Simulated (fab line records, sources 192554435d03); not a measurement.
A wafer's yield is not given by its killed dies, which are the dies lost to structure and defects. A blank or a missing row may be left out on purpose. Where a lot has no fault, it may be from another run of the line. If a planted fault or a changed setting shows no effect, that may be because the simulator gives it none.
Comparing a struck lot with a sound one | flow n5_finfet | 39 steps out of a route of 1938
Sound: the wafers L183.1, L183.5, L183.6. Struck: wafers L200.3, L200.4, L200.6. The cause comes at the end.
Each step with rows lists, per side, the tool, then ch with its chambers, then its first start. Under that, the readings that differ: sound wafers | struck wafers | difference of the means | sigmas: that difference in standard deviations of wafers without a fault.
alike: words and numbers the same on both sides, and readings whose means are apart by under 2 such deviations; not compared: readings that were withheld, readings missing a value for some wafer, numbers with overlapping values and no deviation given by the record, and bounds like >300 which may hide the same value.
A row with sigmas, a row that says differs or no value, or rows on one side alone: a step with any of these is where the two part. Numbers that have no deviation but don't overlap get no sigmas and don't part them. A reading that every wafer of one side lacks parts them only if that side has two wafers or more.

first, 11 steps without rows for these wafers: N5_BEOL_M0_SAQP_ETCH_102 (etches SiO2 in CF4, target depth 4 nm, time 4.4 s); N5_BEOL_M0_SAQP_MANDREL_ETCH_103 (etches a-Si in HBr/Cl2, stops on SiCN, target depth 45 nm, bt time 10 s, time 27 s); N5_BEOL_M0_SAQP_RECESS_104 (chemistry HF/NH3, target SiO2, target depth 18 nm, afs cycles 3, sublimation time 60 s); N5_BEOL_M0_SAQP_COAT_105 (time 60 s, resist thk 100 nm); N5_BEOL_M0_SAQP_ETCH_106 (etches SOC in N2/H2, stops on SiNx, target depth 150 nm); N5_BEOL_M0_SAQP_ETCH_107 (etches SiNx in CH3F/O2, target depth 30 nm); N5_BEOL_M0_SAQP_STRIP_108 (strips in N2/H2); N5_BEOL_M0_SAQP_RECESS_109 (chemistry HF/NH3, target SiO2, target depth 3 nm, afs cycles 1, sublimation time 60 s); N5_BEOL_M0_SAQP_SPACER2_ALD_26 (deposits SiO2, target thk 15 nm, pulse time 1 s, purge time 2 s); N5_BEOL_M0_SAQP_SPACER2_ETCHBACK_27 (etches SiO2 in CHF3/O2, target depth 22.5 nm, time 11.25 s); N5_BEOL_M0_SAQP_MANDREL2_REMOVE_110 (chemistry HBr/Cl2/O2, target a-Si, stops on SiCN, bt time 10 s).
N5_BEOL_M0_SAQP_COAT_69: time 60 s, resist thk 90 nm.
  sound on litho_track-04 ch 0, day 5 18:48; struck on litho_track-04 ch 0, day 10 01:31
  reading                                       | sound                | struck               | difference | sigmas
  spin_speed_rpm (rpm)                          | 1499.7 1499.9 1500.7 | 1562.0 1562.7 1562.4 | +62.3      | +62
  model.SOC_of_BEOL_M0_SAQP_COAT_69.thk_nm (nm) | 90 90 90.2           | 87.8 88 87.8         | -2.2       |
  alike: resist_line_temp_C
then, 15 steps without rows for these wafers: N5_BEOL_M0_SAQP_COAT_72 (time 60 s, resist thk 15 nm); N5_BEOL_M0_SAQP_COAT_87 (time 60 s, resist thk 5 nm); N5_BEOL_M0_SAQP_COAT_34 (resist thk 30 nm); N5_BEOL_M0_SAQP_EBR_36; N5_BEOL_M0_SAQP_SOFTBAKE_35 (time 60 s); N5_BEOL_M0_SAQP_EXPOSE_37 (exposes mask M0 CUT1, target cd 30 nm); N5_BEOL_M0_SAQP_PEB_38 (peb time 60 s); N5_BEOL_M0_SAQP_DEVELOP_39 (develop time 30 s); N5_BEOL_M0_SAQP_DESCUM_45 (chemistry O2, time 7 s); N5_BEOL_M0_SAQP_ETCH_88 (etches underlayer in N2/H2, target depth 6.5 nm, time 5.2 s); N5_BEOL_M0_SAQP_ETCH_73 (etches SiARC in CF4, target depth 19.5 nm, time 32.5 s); N5_BEOL_M0_SAQP_CUT_ETCH_46 (etches SOC in N2/H2, target depth 135 nm, overetch 27 nm, time 202.5 s); N5_BEOL_M0_SAQP_STRIP_74 (strips in N2/H2); N5_BEOL_M0_SAQP_STRIP_89 (strips in N2/H2); N5_BEOL_M0_SAQP_ALD_48 (deposits SiO2, target thk 20 nm, pulse time 1 s, co reactant pulse time 1 s).
N5_BEOL_M0_SAQP_ETCH_49: etches SiO2 in CF4/O2, target depth 37 nm.
  sound on rie_diel-05 ch 0,1, day 5 21:11; struck on rie_diel-01 ch 1,3, day 10 02:51
  reading                                       | sound        | struck         | difference | sigmas
  model.SOC_of_BEOL_M0_SAQP_COAT_69.thk_nm (nm) | 70.8 70.4 71 | 68.4 68.4 68.2 | -2.4       |
  alike: bias_w, drypump_motor_current_A, oes_product_au, rf_vpp_V, showerhead_plenum_p_Torr, throttle_valve_pct
  not compared: rf_hours_counter_h
then, 8 steps without rows for these wafers: N5_BEOL_M0_SAQP_STRIP_75 (strips in CF4); N5_BEOL_M0_CUTY_COAT_50 (time 60 s, resist thk 15 nm); N5_BEOL_M0_CUTY_COAT_51 (resist thk 150 nm); N5_BEOL_M0_CUTY_EBR_52; N5_BEOL_M0_CUTY_SOFTBAKE_53 (time 60 s); N5_BEOL_M0_CUTY_EXPOSE_54 (exposes mask M0 ABLK); N5_BEOL_M0_CUTY_PEB_55 (peb time 60 s); N5_BEOL_M0_CUTY_DEVELOP_56 (develop time 30 s).
N5_BEOL_M0_CUTY_ETCH_63: etches SOC in N2/H2, target depth 82.7 nm, overetch 16.5 nm, time 124 s.
  sound on rie_diel-03 ch 2,3, day 5 22:19; struck on rie_diel-06 ch 0,1,2, day 10 03:40
  reading                  | sound             | struck            | difference | sigmas
  model.etch.depth_nm (nm) | 70.72 70.46 71.09 | 68.38 68.49 68.15 | -2.42      |
  alike: bias_w, drypump_motor_current_A, n2_flow_sccm, oes_product_au, rf_vpp_V, showerhead_plenum_p_Torr, throttle_valve_pct
  not compared: rf_hours_counter_h
-- here the record skips 3 days between the struck wafers' starts before and after, leaving off in module BEOL_M0_CUTY and picking up in module BEOL_M4 (first step shown: number 1111 of the route) --
N5_BEOL_M4_RC_MEAS_101:
  sound on prober-02 ch 0, day 8 15:58; struck on prober-02 ch 0, day 12 18:28
  alike: DIBL_N, DIBL_P, IOFF_N, IOFF_P, ION_N, ION_P, SS_N, SS_P, VT_N, VT_P
-- a jump in the record: the struck wafers' starts before and after are 5 days apart (it breaks off in module BEOL_M4 and resumes in module PASSIVATION, where the first step shown is number 1936 of the route) --
N5_PASSIVATION_PROBE_49:
  sound: prober-02 at day 12 19:47; struck: prober-02 at day 17 14:05
  reading                | sound  | struck   | difference | sigmas
  killed_at_M4_up        | 10 5 4 | 16 22 11 | +10        | +2
  sort_bin_4_leakage (%) | 0 0 0  | 0.25 0 0 | +0.08      | +4
  alike: defect_limited_yield, killed_at_M0_to_M3, killed_at_contacts, killed_at_front_end, killed_at_other, killed_dies, killed_open, killed_short, sort_bin_5_function, sort_bin_6_memory, sort_n_pass, sort_yield_pct

## WHERE THEY PART
Earliest at N5_BEOL_M0_SAQP_COAT_69; latest, in this record, at N5_PASSIVATION_PROBE_49.

WHY: what had been put in by the simulator
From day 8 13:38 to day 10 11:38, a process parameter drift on litho_track-04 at N5_BEOL_M0_SAQP_COAT_69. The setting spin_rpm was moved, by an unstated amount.
